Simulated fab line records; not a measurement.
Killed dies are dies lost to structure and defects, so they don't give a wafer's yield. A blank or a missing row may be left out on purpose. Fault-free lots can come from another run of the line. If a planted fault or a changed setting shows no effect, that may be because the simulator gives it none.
Matching of chambers ; flow n5-finfet ; rie-diel-01 running N5_GATE_CUT_HM_OPEN_40: 4 sister chambers
The step chemistry C4F6/O2, target SiO2, target depth 139 nm, time 85.1 s. 20 wafers are shown with their chamber, then 10 later ones without.

== WAFERS WITH THEIR CHAMBER ==
wafer;chamber;showerhead-plenum-p-Torr (Torr);rf-vpp-V (V);drypump-motor-current-A (A)
L074.3;0;3.02;661;5.5
L074.4;1;2.98;686;6.3
L074.5;3;2.96;662;5.8
L079.3;0;3.02;662;5.5
L079.4;3;2.95;660;5.7
L079.6;3;2.95;661;5.7
L080.3;2;2.73;651;6.3
L080.4;3;2.95;659;5.7
L080.5;1;2.98;686;6.3
L084.1;0;3.01;662;5.5
L084.3;2;2.73;649;6.4
L084.4;2;2.73;650;6.4
L086.1;3;2.94;661;5.7
L086.3;2;2.73;651;6.4
L086.5;0;3.01;660;5.5
L089.1;3;2.94;660;5.8
L089.4;2;2.72;650;6.4
L089.5;0;3.01;660;5.5
L090.1;2;2.72;649;6.3
L090.2;0;3.01;662;5.5

SIGNATURES (means of the wafers above)
reading;chamber 0;chamber 1;chamber 2;chamber 3;scatter within a chamber
showerhead-plenum-p-Torr;3.0133;2.9800;2.7267;2.9483;0.00586
rf-vpp-V;661.17;686.00;650.00;660.50;0.946
drypump-motor-current-A;5.500;6.300;6.367;5.733;0.0408
Rule: for each reading, subtract the chamber's mean from the wafer's reading, divide by that reading's scatter and square the result; add these up over the readings and take the root, which gives the wafer's distance from the chamber. The wafer belongs to the nearest chamber; if the next one is less than 2 further off, it can't be placed. The scatter: the root of (the sum of the squares of (reading less its chamber's mean) over the shown wafers, divided by (wafers less chambers)).

== WAFERS WITH NO CHAMBER GIVEN ==
wafer;showerhead-plenum-p-Torr (Torr);rf-vpp-V (V);drypump-motor-current-A (A)
L090.5;2.94;661;5.7
L092.2;3.00;662;5.5
L092.3;2.97;686;6.3
L092.4;2.94;660;5.7
L097.1;2.96;685;6.3
L097.3;2.72;650;6.4
L097.5;2.96;686;6.3
L096.1;3.00;660;5.5
L096.3;2.94;661;5.7
L096.5;2.94;659;5.7

== WHICH CHAMBER EACH WENT THROUGH ==
wafer;from the rows above;in truth
L090.5;3;3
L092.2;0;0
L092.3;1;1
L092.4;3;3
L097.1;1;1
L097.3;2;2
L097.5;1;1
L096.1;0;0
L096.3;3;3
L096.5;3;3
Correct placement for 10 of the 10. Not placeable from these rows: 0. Wrongly placed: 0.
